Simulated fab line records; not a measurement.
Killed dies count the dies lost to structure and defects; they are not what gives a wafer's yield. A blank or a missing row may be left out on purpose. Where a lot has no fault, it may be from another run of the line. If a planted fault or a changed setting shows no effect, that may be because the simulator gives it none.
fab line records    flow n5_finfet
record: lots: 10  wafers: 30  last_day: 18
route steps=1938 shown HKMG_FIN@412 BEOL_M4@1111
lots that met no fault: from a run of the same line without faults
start_h: hours from the record's opening day to when the first of the lot's shown wafers began    wait_h: time in hours since the lot's previous step    " same as the row above    L1.1+2: a row that stands for several wafers    - no value, or no start given    * or withheld: withheld    < > ~ a bound
route shown NAME@n: NAME is a module with steps in the file, n the number in the route of the first one    usual: mean/standard deviation taken from wafers without a fault    same: alike in all rows    chamber/n: place in a boat    sites: readings site by site    _std_site: standard deviation across them    _edge_site: inner sites' mean taken away from outer sites' mean    radius_mm: how far each site lies from the wafer's centre    mask NAME#n: copy n    behind: the tool/chamber that last shaped the wafer    hold: reason for holding the lot/hours on hold/outcome of the hold    device: transistor that didn't switch, given as n, p or np    end of line: tests run on the same wafers once the route is complete    a step without rows: its recipe alone    killed: dies lost to structure and defects at the first sort, not the wafer's yield    map: a wafer's dies, x killed, . not, _ none there
set.NAME: the setting the step ran with; set.NAME@STEP: the setting that earlier step ran with    model.NAME: the simulator's own value behind a step, which no gauge read
a sample of lots followed through the steps of the route, with each step as a table and each wafer as a row
services: when a tool's chamber went out of use (start_h, in hours from the record's first day, below 0 if earlier), for how many hours, and the reason
== steps ==
step: N5_HKMG_FIN_ALD_79
recipe: material: TiN  target_thk_a: 15  temp_c: 400  ald_precursor_family: TiCl4  ald_co_reactant: NH3  pulse_time_s: 1  purge_time_s: 3  co_reactant_purge_time_s: 2  co_reactant_pulse_time_s: 2  ald_cycles: 68  pressure_torr: 3
usual: heater_power_outer_w: 523/49  heater_power_w: 841/70  precursor_pulse_height_rel: 0.998/0.019
same: co_reactant_pulse_time_s: 2  pulse_time_s: 1
lot.wafer  tool          chamber  start_h  wait_h  heater_power_outer_w  heater_power_w  precursor_pulse_height_rel
L537.2     ald_metal-01  0        77.00    0.0     493                   839             0.963
L537.4     "             1        "        "       494                   771             0.991
L537.6     "             2        "        "       480                   788             0.986
L540.2     ald_metal-02  3        93.96    0.0     505                   780             1.026
L540.4     "             1        "        "       473                   845             1.034
L540.5     "             3        "        "       510                   771             1.001
L541.1     ald_metal-02  1        100.13   0.0     485                   816             0.981
L541.3     "             3        "        "       494                   773             0.984
L541.4     "             0        "        "       495                   847             1.000
L542.1     ald_metal-02  3        107.22   0.0     506                   774             1.019
L542.3     "             0        "        "       494                   863             1.026
L542.4     "             1        "        "       486                   795             0.976
L543.2     ald_metal-04  1        109.86   0.0     603                   907             1.005
L543.3     "             0        "        "       608                   947             1.008
L543.6     "             1        "        "       612                   871             1.002
L544.3     ald_metal-01  1        116.88   0.0     505                   768             1.029
L544.5     "             0        "        "       490                   858             0.998
L544.6     "             1        "        "       524                   758             0.995
L554.3     ald_metal-01  2        174.12   0.0     474                   777             0.987
L554.5     "             2        "        "       477                   761             1.036
L554.6     "             3        "        "       544                   882             1.000
L555.2     ald_metal-02  0        181.92   0.0     483                   838             1.017
L555.3     "             1        "        "       477                   808             0.983
L555.6     "             3        "        "       520                   771             1.006
L558.1     ald_metal-04  1        199.36   0.0     602                   888             0.993
L558.4     "             1        "        "       597                   881             1.009
L558.5     "             1        "        "       610                   898             0.999
L560.2     ald_metal-01  0        212.75   0.0     496                   852             0.978
L560.3     "             3        "        "       539                   875             1.008
L560.5     "             1        "        "       494                   797             1.007
step: N5_HKMG_FIN_COAT_66
recipe: resist: SOC  temp_c: 250  time_s: 60  spin_rpm: 1500  resist_thk_nm: 300
usual: chill_plate_temp_C: 23.01/0.096  heater_power_total_W: 500.4/1.7  run_length_s: 66.06/0.21
lot.wafer  tool            chamber  start_h  wait_h  chill_plate_temp_C  heater_power_total_W  run_length_s
L537.2     litho_track-04  0        81.75    0.2     22.90               498.3                 66.16
L537.4     "               0        "        "       22.94               498.6                 66.26
L537.6     "               0        "        "       22.91               502.3                 66.09
L540.2     litho_track-02  0        98.29    0.2     23.04               501.8                 66.34
L540.4     "               0        "        "       23.09               501.0                 66.10
L540.5     "               0        "        "       23.00               502.4                 66.19
L541.1     litho_track-03  0        104.74   0.2     22.98               501.2                 65.77
L541.3     "               0        "        "       22.99               499.1                 65.84
L541.4     "               0        "        "       23.22               497.8                 65.67
L542.1     litho_track-03  0        111.92   0.2     23.01               502.9                 65.85
L542.3     "               0        "        "       23.07               499.3                 65.92
L542.4     "               0        "        "       23.05               500.0                 65.86
L543.2     litho_track-04  0        114.43   0.2     23.00               502.6                 66.31
L543.3     "               0        "        "       23.22               500.2                 66.26
L543.6     "               0        "        "       22.97               503.3                 66.16
L544.3     litho_track-03  0        121.54   0.2     22.97               500.5                 65.83
L544.5     "               0        "        "       22.98               497.6                 65.77
L544.6     "               0        "        "       23.00               499.4                 65.90
L554.3     litho_track-03  0        179.37   0.2     22.96               499.7                 65.68
L554.5     "               0        "        "       23.12               497.8                 66.14
L554.6     "               0        "        "       22.97               512.8                 62.80
L555.2     litho_track-03  0        186.13   0.2     23.04               516.5                 62.91
L555.3     "               0        "        "       23.09               502.6                 65.86
L555.6     "               0        "        "       23.09               516.2                 62.68
L558.1     litho_track-04  0        204.50   0.2     22.97               501.7                 66.08
L558.4     "               0        "        "       23.02               499.8                 66.32
L558.5     "               0        "        "       22.99               501.3                 66.51
L560.2     litho_track-02  0        217.56   0.2     23.08               500.6                 66.32
L560.3     "               0        "        "       22.81               501.4                 66.19
L560.5     "               0        "        "       22.97               498.1                 66.08
step: N5_HKMG_FIN_ETCHBACK_68
recipe: chemistry: Cl2/Ar  stop_on: HfO2  target_depth_a: 5  pressure_mtorr: 10  icp_w: 600  bias_w: 60  Cl2_flow_sccm: 40  Ar_flow_sccm: 60
usual: drypump_motor_current_A: 6.0/0.32  oes_product_au: 0.79/0.097  throttle_valve_pct: 20.75/0.2
lot.wafer  tool          chamber  start_h  wait_h  drypump_motor_current_A  oes_product_au  rf_hours_counter_h  throttle_valve_pct
L537.2     rie_metal-03  1        82.05    0.0     6.1                      0.62            107                 20.72
L537.4     "             0        "        "       6.3                      0.83            -                   20.72
L537.6     "             0        "        "       6.3                      0.83            -                   20.74
L540.2     rie_metal-03  0        98.57    0.0     6.3                      0.83            28                  20.72
L540.4     "             1        "        "       6.1                      0.62            -                   20.70
L540.5     "             0        "        "       6.3                      0.83            -                   20.73
L541.1     rie_metal-01  1        105.20   0.0     6.2                      0.81            24                  20.89
L541.3     "             1        "        "       6.1                      0.82            -                   20.89
L541.4     "             0        "        "       5.3                      0.78            -                   20.38
L542.1     rie_metal-02  1        112.20   0.0     6.2                      0.95            1                   21.01
L542.3     "             1        "        "       6.2                      0.95            -                   21.03
L542.4     "             0        "        "       6.1                      0.91            -                   20.71
L543.2     rie_metal-01  0        114.79   0.0     5.3                      0.78            34                  20.36
L543.3     "             0        "        "       5.3                      0.78            -                   20.37
L543.6     "             1        "        "       6.1                      0.82            -                   20.87
L544.3     rie_metal-01  0        121.91   0.1     5.3                      0.78            -                   20.36
L544.5     "             1        "        "       6.1                      0.82            -                   20.89
L544.6     "             0        "        "       5.3                      0.78            -                   20.37
L554.3     rie_metal-02  0        179.79   0.1     6.2                      0.87            -                   20.72
L554.5     "             0        "        "       6.1                      0.87            -                   20.75
L554.6     "             1        "        "       6.2                      0.87            -                   21.05
L555.2     rie_metal-03  1        186.41   0.0     6.0                      0.60            116                 20.72
L555.3     "             1        "        "       6.0                      0.60            -                   20.72
L555.6     "             1        "        "       6.1                      0.61            -                   20.74
L558.1     rie_metal-02  0        204.87   0.0     6.1                      0.86            13                  20.74
L558.4     "             0        "        "       6.1                      0.86            -                   20.77
L558.5     "             1        "        "       6.2                      0.87            -                   21.05
L560.2     rie_metal-02  1        217.84   0.0     6.2                      0.87            10                  21.05
L560.3     "             0        "        "       6.1                      0.86            -                   20.75
L560.5     "             1        "        "       6.2                      0.86            -                   21.04
step: N5_HKMG_FIN_CMP_94
recipe: stop_on: SiNx  post_cmp_clean: w_dilute_nh4oh  t_overpolish_s: 4.7  down_force_psi: 4  platen_rpm: 50.289  pad_velocity_m_s: 1.0006  target_thk_nm: 43.299
usual: motor_current_A: 12.4/1.4
lot.wafer  tool    chamber  start_h  wait_h  motor_current_A
L537.4     cmp-04  3        83.65    0.3     13.3
L537.2     "       0        "        "       14.2
L537.6     "       1        "        "       12.6
L540.2     cmp-01  2        100.11   0.4     14.7
L540.4     "       0        "        "       10.5
L540.5     "       2        "        "       14.4
L541.1     cmp-03  1        106.77   0.3     11.0
L541.4     "       2        "        "       10.9
L541.3     "       3        "        "       11.0
L542.1     cmp-04  1        113.74   0.4     12.0
L542.3     "       2        "        "       11.6
L542.4     "       0        "        "       14.1
L543.2     cmp-01  2        116.36   0.3     14.7
L543.3     "       3        "        "       13.1
L543.6     "       1        "        "       13.2
L544.3     cmp-03  0        123.51   0.2     14.1
L544.6     "       1        "        "       10.2
L544.5     "       2        "        "       10.7
L554.3     cmp-03  0        181.29   0.4     14.0
L554.5     "       0        "        "       13.1
L554.6     "       1        "        "       10.4
L555.2     cmp-01  0        187.97   0.3     11.2
L555.3     "       1        "        "       12.9
L555.6     "       3        "        "       13.3
L558.4     cmp-01  0        206.41   0.4     11.0
L558.1     "       2        "        "       13.9
L558.5     "       0        "        "       11.6
L560.2     cmp-04  0        219.41   0.3     15.1
L560.3     "       2        "        "       11.6
L560.5     "       0        "        "       15.0
step: N5_BEOL_M4_RC_MEAS_101
usual: DIBL_N: 36.0/1.8  DIBL_P: 36.3/2.4  IOFF_N: 0.16/0.035  IOFF_P: 0.21/0.036  ION_N: 673/13  ION_P: 461/7.2  SS_N: 71.4/0.6  SS_P: 73.2/0.7  VT_N: 250/4  VT_P: -250.9/2.9
lot.wafer  tool       chamber  start_h  wait_h  DIBL_N[mV/V]  DIBL_P[mV/V]  IOFF_N[nA/um]  IOFF_P[nA/um]  ION_N[uA/um]  ION_P[uA/um]  SS_N[mV/dec]  SS_P[mV/dec]  VT_N[mV]  VT_P[mV]
L537.2     prober-01  0        159.93   0.2     40.9          41.0          0.27           0.32           695           472           72.0          74.4          240       -242.9
L537.4     "          0        "        "       39.8          39.5          0.23           0.29           695           474           72.1          74.1          245       -243.5
L537.6     "          0        "        "       36.5          35.0          0.16           0.23           669           465           71.2          72.4          252       -247.3
L540.2     prober-02  0        195.12   0.2     34.3          33.5          0.16           0.21           678           463           70.8          73.2          246       -247.1
L540.4     "          0        "        "       34.0          32.9          0.14           0.19           670           459           71.3          72.7          250       -249.6
L540.5     "          0        "        "       32.7          30.7          0.12           0.16           653           461           71.3          72.2          252       -251.3
L541.1     prober-02  0        202.87   0.0     33.9          34.9          0.13           0.17           674           461           70.4          73.2          254       -250.4
L541.3     "          0        "        "       37.5          37.1          0.19           0.20           668           455           72.0          73.4          248       -251.0
L541.4     "          0        "        "       35.4          36.2          0.15           0.19           678           470           71.5          73.2          249       -250.7
L543.2     prober-01  0        215.20   0.2     35.3          37.0          0.15           0.20           675           464           71.0          73.5          249       -252.4
L543.3     "          0        "        "       35.7          36.7          0.15           0.20           666           459           71.3          73.3          253       -251.4
L543.6     "          0        "        "       32.9          34.1          0.11           0.16           668           465           71.0          72.7          255       -253.0
L542.1     prober-02  0        218.00   0.0     32.7          32.6          0.10           0.14           643           446           70.0          71.9          259       -257.7
L542.3     "          0        "        "       34.2          34.1          0.12           0.16           663           453           71.5          72.7          255       -254.1
L542.4     "          0        "        "       35.7          37.3          0.15           0.20           692           471           71.5          73.3          248       -249.6
L544.3     prober-02  0        223.76   0.3     36.7          37.7          0.18           0.24           675           466           71.9          74.2          250       -244.6
L544.5     "          0        "        "       36.1          36.2          0.16           0.20           673           461           71.7          74.1          252       -250.6
L544.6     "          0        "        "       37.2          37.3          0.17           0.22           670           464           72.3          74.1          252       -246.3
L554.3     prober-02  0        280.20   0.3     35.5          37.7          0.18           0.22           683           467           70.6          73.8          247       -248.6
L554.5     "          0        "        "       34.0          35.7          0.14           0.19           682           469           71.1          72.9          251       -251.5
L554.6     "          0        "        "       36.1          37.6          0.17           0.23           680           457           71.8          73.7          247       -248.3
L555.2     prober-01  0        286.77   0.2     37.1          38.5          0.16           0.23           678           465           71.7          73.3          251       -248.7
L555.3     "          0        "        "       35.1          35.2          0.12           0.20           664           463           71.3          72.1          257       -251.2
L555.6     "          0        "        "       37.7          38.7          0.17           0.24           680           470           71.9          73.4          250       -249.4
L558.1     prober-01  0        316.37   0.0     36.3          34.9          0.15           0.20           679           465           71.5          73.1          246       -251.2
L558.4     "          0        "        "       36.6          36.3          0.15           0.22           671           459           70.9          73.6          249       -251.9
L558.5     "          0        "        "       35.2          33.6          0.13           0.17           661           450           71.0          71.9          250       -253.3
L560.2     prober-01  0        318.44   0.2     37.2          37.1          0.16           0.21           673           457           71.4          73.4          250       -252.4
L560.3     "          0        "        "       37.9          36.6          0.16           0.21           681           461           72.1          74.0          250       -252.9
L560.5     "          0        "        "       39.3          38.0          0.20           0.25           687           464           72.2          73.7          247       -246.7
== services ==
tool            chamber  start_h  hours  kind
ald_metal-01    -        54.21    8.7    pm
cmp-03          -        56.77    1.0    repair
rie_metal-02    1        60.30    4.0    repair
cmp-04          -        64.52    4.0    pm
ald_metal-02    -        71.59    14.6   pm
rie_metal-02    1        89.66    -      clean
cmp-04          -        89.91    2.3    repair
ald_metal-02    2        104.32   27.5   repair
ald_metal-01    -        111.61   2.8    pm
rie_metal-02    -        121.53   2.8    pm
cmp-01          -        132.22   4.6    pm
ald_metal-02    2        152.01   47.3   repair
rie_metal-01    0        155.40   25.5   repair
rie_metal-03    -        162.48   0.4    repair
ald_metal-02    -        165.23   2.8    pm
ald_metal-01    1        165.80   31.0   repair
ald_metal-02    0        168.46   3.2    repair
litho_track-03  -        176.23   -      consumable_replace:filter
rie_metal-03    -        177.06   1.4    pm
cmp-01          -        178.17   4.0    pm
ald_metal-04    0        182.77   30.8   repair
cmp-01          -        183.39   0.2    repair
ald_metal-04    2        188.80   22.7   repair
ald_metal-04    3        197.15   26.5   repair
== key ==
first_sign: step: N5_HKMG_FIN_COAT_66  reading: run_length_s  direction: down  sigmas: 16  usual: *  struck: *
effect: step: N5_HKMG_FIN_COAT_66  reading: heater_power_total_W  direction: up  sigmas: 8.5  usual: *  struck: *
met_at N5_HKMG_FIN_COAT_66
struck_lots L554,L555
struck_wafers L554.6,L555.2,L555.6
not_acting_at N5_HKMG_FIN_ALD_79,N5_HKMG_FIN_ETCHBACK_68,N5_HKMG_FIN_CMP_94
onset_between 121.54 179.37
fault: kind: process_parameter_drift  tool: litho_track-03  chamber: -  onset_h: 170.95  steps: N5_HKMG_FIN_COAT_66  channel: time_s  offset: *  shape: step  end_h: 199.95  scope: struck_wafers_only  acts_in: *  stated: *
